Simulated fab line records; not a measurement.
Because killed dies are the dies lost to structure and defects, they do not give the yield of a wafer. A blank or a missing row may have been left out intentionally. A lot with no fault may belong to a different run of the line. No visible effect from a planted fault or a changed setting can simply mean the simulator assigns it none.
Which tool was responsible? || flow nand_harc || Sampling: 14 lots, 42 wafers, 5 of 1302 route steps

== WHAT THE GAUGES READ, wafer by wafer ==
NHARC_END_SORT_01.
{"lot": "L246", "measured": "day 24 09:07", "on": "prober-01", "defect_limited_yield (%)": "92.8 93.6 93.2", "killed_at_array": "41 40 40", "killed_at_other": "0 0 0", "killed_at_periphery": "8 3 6", "killed_dies": "49 43 46", "killed_open": "3 3 5", "killed_short": "2 0 5"}
{"lot": "L247", "measured": "day 24 19:37", "on": "prober-01", "defect_limited_yield (%)": "92.3 94.8 93.1", "killed_at_array": "49 34 44", "killed_at_other": "0 1 1", "killed_at_periphery": "3 0 2", "killed_dies": "52 35 47", "killed_open": "7 2 4", "killed_short": "4 4 2"}
{"lot": "L248", "measured": "day 24 18:47", "on": "prober-02", "defect_limited_yield (%)": "88.8 91.3 88.5", "killed_at_array": "76 57 76", "killed_at_other": "0 1 0", "killed_at_periphery": "0 1 2", "killed_dies": "76 59 78", "killed_open": "2 0 5", "killed_short": "8 1 1"}
{"lot": "L250", "measured": "day 26 11:51", "on": "prober-01", "defect_limited_yield (%)": "90.5 89.1 88.8", "killed_at_array": "60 71 74", "killed_at_other": "0 0 0", "killed_at_periphery": "4 3 2", "killed_dies": "64 74 76", "killed_open": "3 6 4", "killed_short": "2 1 5"}
{"lot": "L252", "measured": "day 26 04:04", "on": "prober-01", "defect_limited_yield (%)": "88.3 89.1 90.8", "killed_at_array": "71 71 57", "killed_at_other": "2 0 2", "killed_at_periphery": "6 3 3", "killed_dies": "79 74 62", "killed_open": "2 1 2", "killed_short": "5 2 3"}
{"lot": "L253", "measured": "day 27 18:38", "on": "prober-01", "defect_limited_yield (%)": "63.8 63.2 62.8", "killed_at_array": "43 40 36", "killed_at_other": "0 1 0", "killed_at_periphery": "202 208 216", "killed_dies": "245 249 252", "killed_open": "5 7 5", "killed_short": "3 3 2"}
{"lot": "L254", "measured": "day 27 17:02", "on": "prober-02", "defect_limited_yield (%)": "61.6 59.4 61.0", "killed_at_array": "52 69 65", "killed_at_other": "0 2 0", "killed_at_periphery": "208 204 199", "killed_dies": "260 275 264", "killed_open": "1 5 3", "killed_short": "0 2 2"}
{"lot": "L262", "measured": "day 31 02:25", "on": "prober-02", "defect_limited_yield (%)": "88.9 89.2 87.6", "killed_at_array": "69 66 81", "killed_at_other": "5 3 1", "killed_at_periphery": "1 4 2", "killed_dies": "75 73 84", "killed_open": "0 2 4", "killed_short": "0 2 2"}
{"lot": "L263", "measured": "day 31 17:58", "on": "prober-02", "defect_limited_yield (%)": "92.2 93.4 89.5", "killed_at_array": "51 43 67", "killed_at_other": "0 0 0", "killed_at_periphery": "2 2 4", "killed_dies": "53 45 71", "killed_open": "3 1 4", "killed_short": "6 2 6"}
{"lot": "L264", "measured": "day 31 19:13", "on": "prober-01", "defect_limited_yield (%)": "87.9 86.7 87.0", "killed_at_array": "74 87 74", "killed_at_other": "0 0 0", "killed_at_periphery": "8 3 14", "killed_dies": "82 90 88", "killed_open": "3 2 0", "killed_short": "4 1 4"}
{"lot": "L265", "measured": "day 32 21:46", "on": "prober-02", "defect_limited_yield (%)": "93.2 95.3 95.9", "killed_at_array": "43 28 27", "killed_at_other": "0 0 0", "killed_at_periphery": "3 4 1", "killed_dies": "46 32 28", "killed_open": "6 2 1", "killed_short": "3 0 0"}
{"lot": "L267", "measured": "day 33 06:17", "on": "prober-02", "defect_limited_yield (%)": "90.0 93.8 91.6", "killed_at_array": "56 36 45", "killed_at_other": "3 2 6", "killed_at_periphery": "9 4 6", "killed_dies": "68 42 57", "killed_open": "7 3 4", "killed_short": "3 2 4"}
{"lot": "L268", "measured": "day 33 03:02", "on": "prober-01", "defect_limited_yield (%)": "87.7 90.4 90.5", "killed_at_array": "69 55 55", "killed_at_other": "3 2 1", "killed_at_periphery": "11 8 8", "killed_dies": "83 65 64", "killed_open": "12 2 2", "killed_short": "4 4 3"}
{"lot": "L269", "measured": "day 35 05:52", "on": "prober-02", "defect_limited_yield (%)": "90.0 92.6 89.4", "killed_at_array": "46 40 60", "killed_at_other": "6 1 2", "killed_at_periphery": "16 9 10", "killed_dies": "68 50 72", "killed_open": "3 3 4", "killed_short": "2 2 3"}

== EACH LOT AND THE TOOL THAT RAN IT (in order: tool; ch and the chambers of the sampled wafers; start) ==
{"lot": "L246", "NHARC_P_M2_ECD_22": "ecd_cu-01 ch 0,1, day 6 20:47", "NHARC_THIN_TSV_ETCH_15": "rie_si-03 ch 1,2, day 23 17:26", "NHARC_THIN_TSV_STRIP_45": "plasma_asher-01 ch 0,1, day 23 17:46", "NHARC_THIN_TSV_ANNEAL_52": "rtp_anneal-01 ch 0, day 23 20:41"}
{"lot": "L247", "NHARC_P_M2_ECD_22": "ecd_cu-02 ch 0,1, day 7 02:53", "NHARC_THIN_TSV_ETCH_15": "rie_si-03 ch 1,2, day 24 05:47", "NHARC_THIN_TSV_STRIP_45": "plasma_asher-01 ch 0,1, day 24 05:59", "NHARC_THIN_TSV_ANNEAL_52": "rtp_anneal-01 ch 0, day 24 09:11"}
{"lot": "L248", "NHARC_P_M2_ECD_22": "ecd_cu-01 ch 0,1, day 7 04:43", "NHARC_THIN_TSV_ETCH_15": "rie_si-02 ch 0,2,3, day 24 04:35", "NHARC_THIN_TSV_STRIP_45": "plasma_asher-02 ch 0,1, day 24 04:50", "NHARC_THIN_TSV_ANNEAL_52": "rtp_anneal-01 ch 0, day 24 07:43"}
{"lot": "L250", "NHARC_P_M2_ECD_22": "ecd_cu-01 ch 0,1, day 8 05:22", "NHARC_THIN_TSV_ETCH_15": "rie_si-05 ch 0,1,3, day 25 18:40", "NHARC_THIN_TSV_STRIP_45": "plasma_asher-02 ch 0,1, day 25 18:56", "NHARC_THIN_TSV_ANNEAL_52": "rtp_anneal-02 ch 0, day 25 21:51"}
{"lot": "L252", "NHARC_P_M2_ECD_22": "ecd_cu-02 ch 0,1, day 8 23:51", "NHARC_THIN_TSV_ETCH_15": "rie_si-02 ch 0,1,2, day 25 13:10", "NHARC_THIN_TSV_STRIP_45": "plasma_asher-02 ch 0,1, day 25 13:26", "NHARC_THIN_TSV_ANNEAL_52": "rtp_anneal-02 ch 0, day 25 16:20"}
{"lot": "L253", "NHARC_P_M2_ECD_22": "ecd_cu-01 ch 0,1, day 9 09:40", "NHARC_THIN_TSV_ETCH_15": "rie_si-05 ch 1,2, day 27 03:41", "NHARC_THIN_TSV_STRIP_45": "plasma_asher-01 ch 0,1, day 27 04:03", "NHARC_THIN_TSV_ANNEAL_52": "rtp_anneal-02 ch 0, day 27 06:56"}
{"lot": "L254", "NHARC_P_M2_ECD_22": "ecd_cu-01 ch 0,1, day 9 21:02", "NHARC_THIN_TSV_ETCH_15": "rie_si-02 ch 0,2, day 27 02:38", "NHARC_THIN_TSV_STRIP_45": "plasma_asher-01 ch 0,1, day 27 02:54", "NHARC_THIN_TSV_ANNEAL_52": "rtp_anneal-02 ch 0, day 27 05:55"}
{"lot": "L262", "NHARC_P_M2_ECD_22": "ecd_cu-02 ch 0,1, day 13 05:54", "NHARC_THIN_TSV_ETCH_15": "rie_si-02 ch 1,2, day 30 11:02", "NHARC_THIN_TSV_STRIP_45": "plasma_asher-02 ch 0,1, day 30 11:25", "NHARC_THIN_TSV_ANNEAL_52": "rtp_anneal-02 ch 0, day 30 14:25"}
{"lot": "L263", "NHARC_P_M2_ECD_22": "ecd_cu-02 ch 0,1, day 13 19:55", "NHARC_THIN_TSV_ETCH_15": "rie_si-02 ch 0,2, day 31 03:45", "NHARC_THIN_TSV_STRIP_45": "plasma_asher-01 ch 0, day 31 04:00", "NHARC_THIN_TSV_ANNEAL_52": "rtp_anneal-01 ch 0, day 31 06:59"}
{"lot": "L264", "NHARC_P_M2_ECD_22": "ecd_cu-01 ch 0,1, day 14 01:26", "NHARC_THIN_TSV_ETCH_15": "rie_si-03 ch 1,3, day 31 02:32", "NHARC_THIN_TSV_STRIP_45": "plasma_asher-02 ch 0, day 31 02:47", "NHARC_THIN_TSV_ANNEAL_52": "rtp_anneal-02 ch 0, day 31 05:43"}
{"lot": "L265", "NHARC_P_M2_ECD_22": "ecd_cu-01 ch 1, day 14 16:39", "NHARC_THIN_TSV_ETCH_15": "rie_si-02 ch 0,1,3, day 32 04:43", "NHARC_THIN_TSV_STRIP_45": "plasma_asher-01 ch 0,1, day 32 04:59", "NHARC_THIN_TSV_ANNEAL_52": "rtp_anneal-01 ch 0, day 32 08:02"}
{"lot": "L267", "NHARC_P_M2_ECD_22": "ecd_cu-02 ch 0,1, day 15 07:36", "NHARC_THIN_TSV_ETCH_15": "rie_si-02 ch 1,2, day 32 13:45", "NHARC_THIN_TSV_STRIP_45": "plasma_asher-02 ch 0,1, day 32 14:03", "NHARC_THIN_TSV_ANNEAL_52": "rtp_anneal-02 ch 0, day 32 16:58"}
{"lot": "L268", "NHARC_P_M2_ECD_22": "ecd_cu-02 ch 0,1, day 15 15:59", "NHARC_THIN_TSV_ETCH_15": "rie_si-05 ch 1,2,3, day 32 12:35", "NHARC_THIN_TSV_STRIP_45": "plasma_asher-02 ch 0,1, day 32 12:51", "NHARC_THIN_TSV_ANNEAL_52": "rtp_anneal-01 ch 0, day 32 15:43"}
{"lot": "L269", "NHARC_P_M2_ECD_22": "ecd_cu-02 ch 0,1, day 16 05:25", "NHARC_THIN_TSV_ETCH_15": "rie_si-03 ch 2,3, day 34 14:55", "NHARC_THIN_TSV_STRIP_45": "plasma_asher-01 ch 0,1, day 34 15:10", "NHARC_THIN_TSV_ANNEAL_52": "rtp_anneal-02 ch 0, day 34 18:02"}
- NHARC_P_M2_ECD_22: material Cu, target thk 400 nm.
- NHARC_THIN_TSV_ETCH_15: target depth 3000 nm, bosch target overetch cycles 2, bosch etch step 2.8 s.
- NHARC_THIN_TSV_STRIP_45: strips in O2.
- NHARC_THIN_TSV_ANNEAL_52: time 90 s.

== WHAT THE TOOLS THEMSELVES READ (means of the sampled wafers that have a number; where no wafer has one, the mark that the record gives instead) ==
NHARC_THIN_TSV_ETCH_15.
{"lot": "L246", "tool": "rie_si-03", "drypump_motor_current_A (A)": 6.0}
{"lot": "L247", "tool": "rie_si-03", "drypump_motor_current_A (A)": 6.0}
{"lot": "L248", "tool": "rie_si-02", "drypump_motor_current_A (A)": 5.6}
{"lot": "L250", "tool": "rie_si-05", "drypump_motor_current_A (A)": 5.8}
{"lot": "L252", "tool": "rie_si-02", "drypump_motor_current_A (A)": 5.7}
{"lot": "L253", "tool": "rie_si-05", "drypump_motor_current_A (A)": 6.0}
{"lot": "L254", "tool": "rie_si-02", "drypump_motor_current_A (A)": 5.5}
{"lot": "L262", "tool": "rie_si-02", "drypump_motor_current_A (A)": 5.6}
{"lot": "L263", "tool": "rie_si-02", "drypump_motor_current_A (A)": 5.6}
{"lot": "L264", "tool": "rie_si-03", "drypump_motor_current_A (A)": 5.9}
{"lot": "L265", "tool": "rie_si-02", "drypump_motor_current_A (A)": 5.8}
{"lot": "L267", "tool": "rie_si-02", "drypump_motor_current_A (A)": 5.7}
{"lot": "L268", "tool": "rie_si-05", "drypump_motor_current_A (A)": 6.1}
{"lot": "L269", "tool": "rie_si-03", "drypump_motor_current_A (A)": 6.4}

NHARC_THIN_TSV_STRIP_45.
{"lot": "L246", "tool": "plasma_asher-01", "drypump_motor_current_A (A)": 6.1, "heater_power_w (W)": 321, "temp_c (C)": 249.91}
{"lot": "L247", "tool": "plasma_asher-01", "drypump_motor_current_A (A)": 6.1, "heater_power_w (W)": 323, "temp_c (C)": 250.00}
{"lot": "L248", "tool": "plasma_asher-02", "drypump_motor_current_A (A)": 5.6, "heater_power_w (W)": 387, "temp_c (C)": 250.19}
{"lot": "L250", "tool": "plasma_asher-02", "drypump_motor_current_A (A)": 5.6, "heater_power_w (W)": 397, "temp_c (C)": 250.06}
{"lot": "L252", "tool": "plasma_asher-02", "drypump_motor_current_A (A)": 5.6, "heater_power_w (W)": 397, "temp_c (C)": 250.10}
{"lot": "L253", "tool": "plasma_asher-01", "drypump_motor_current_A (A)": 6.1, "heater_power_w (W)": 316, "temp_c (C)": 249.83}
{"lot": "L254", "tool": "plasma_asher-01", "drypump_motor_current_A (A)": 6.3, "heater_power_w (W)": 318, "temp_c (C)": 249.96}
{"lot": "L262", "tool": "plasma_asher-02", "drypump_motor_current_A (A)": 5.6, "heater_power_w (W)": 393, "temp_c (C)": 250.01}
{"lot": "L263", "tool": "plasma_asher-01", "drypump_motor_current_A (A)": 6.6, "heater_power_w (W)": 324, "temp_c (C)": 250.12}
{"lot": "L264", "tool": "plasma_asher-02", "drypump_motor_current_A (A)": 5.3, "heater_power_w (W)": 391, "temp_c (C)": 250.22}
{"lot": "L265", "tool": "plasma_asher-01", "drypump_motor_current_A (A)": 6.1, "heater_power_w (W)": 333, "temp_c (C)": 249.84}
{"lot": "L267", "tool": "plasma_asher-02", "drypump_motor_current_A (A)": 5.6, "heater_power_w (W)": 398, "temp_c (C)": 249.92}
{"lot": "L268", "tool": "plasma_asher-02", "drypump_motor_current_A (A)": 5.4, "heater_power_w (W)": 390, "temp_c (C)": 249.93}
{"lot": "L269", "tool": "plasma_asher-01", "drypump_motor_current_A (A)": 6.1, "heater_power_w (W)": 329, "temp_c (C)": 250.05}

NHARC_THIN_TSV_ANNEAL_52.
{"lot": "L246", "tool": "rtp_anneal-01", "wafer_temp_C_max": 226.30}
{"lot": "L247", "tool": "rtp_anneal-01", "wafer_temp_C_max": 226.28}
{"lot": "L248", "tool": "rtp_anneal-01", "wafer_temp_C_max": 226.22}
{"lot": "L250", "tool": "rtp_anneal-02", "wafer_temp_C_max": 226.41}
{"lot": "L252", "tool": "rtp_anneal-02", "wafer_temp_C_max": 226.10}
{"lot": "L253", "tool": "rtp_anneal-02", "wafer_temp_C_max": 226.09}
{"lot": "L254", "tool": "rtp_anneal-02", "wafer_temp_C_max": 226.49}
{"lot": "L262", "tool": "rtp_anneal-02", "wafer_temp_C_max": 226.06}
{"lot": "L263", "tool": "rtp_anneal-01", "wafer_temp_C_max": 226.15}
{"lot": "L264", "tool": "rtp_anneal-02", "wafer_temp_C_max": 226.03}
{"lot": "L265", "tool": "rtp_anneal-01", "wafer_temp_C_max": 226.52}
{"lot": "L267", "tool": "rtp_anneal-02", "wafer_temp_C_max": 226.21}
{"lot": "L268", "tool": "rtp_anneal-01", "wafer_temp_C_max": 226.15}
{"lot": "L269", "tool": "rtp_anneal-02", "wafer_temp_C_max": 226.14}

== THE ANSWER, worked out from the rows above alone ==
Rule: the usual values come from the lots themselves. Put in order of their means at a reading, lots are off if they are a third of the lots or fewer, leave a main group of 4 or more, and stand apart from it by a gap of 3 or more times the standard deviation of the main group's means; of several such gaps the widest counts. A main group whose means are all the same, to the digits that the tables above print for the reading, isn't used. A lot without any number at a reading at which 4 lots or more have one is off too. The other lots that the step has rows for count as sound. The gauges are gone through in route order, then the tools' own readings, and for those a lot's mean is taken as printed above. At the first step where some lot is off, the reading lying furthest off is the one used; lots without a number count as furthest.
Off: L253, L254, at NHARC_END_SORT_01 (killed_at_periphery). Main group: mean 5, sd 3.2.
A tool fits if, at a process step before that reading, it ran every lot that is off, and no sound lot after the first of them. The gauges at NHARC_END_SORT_01 are tried like those tools. None of those tried fits.

== WHAT THE SIMULATOR HAD INSERTED ==
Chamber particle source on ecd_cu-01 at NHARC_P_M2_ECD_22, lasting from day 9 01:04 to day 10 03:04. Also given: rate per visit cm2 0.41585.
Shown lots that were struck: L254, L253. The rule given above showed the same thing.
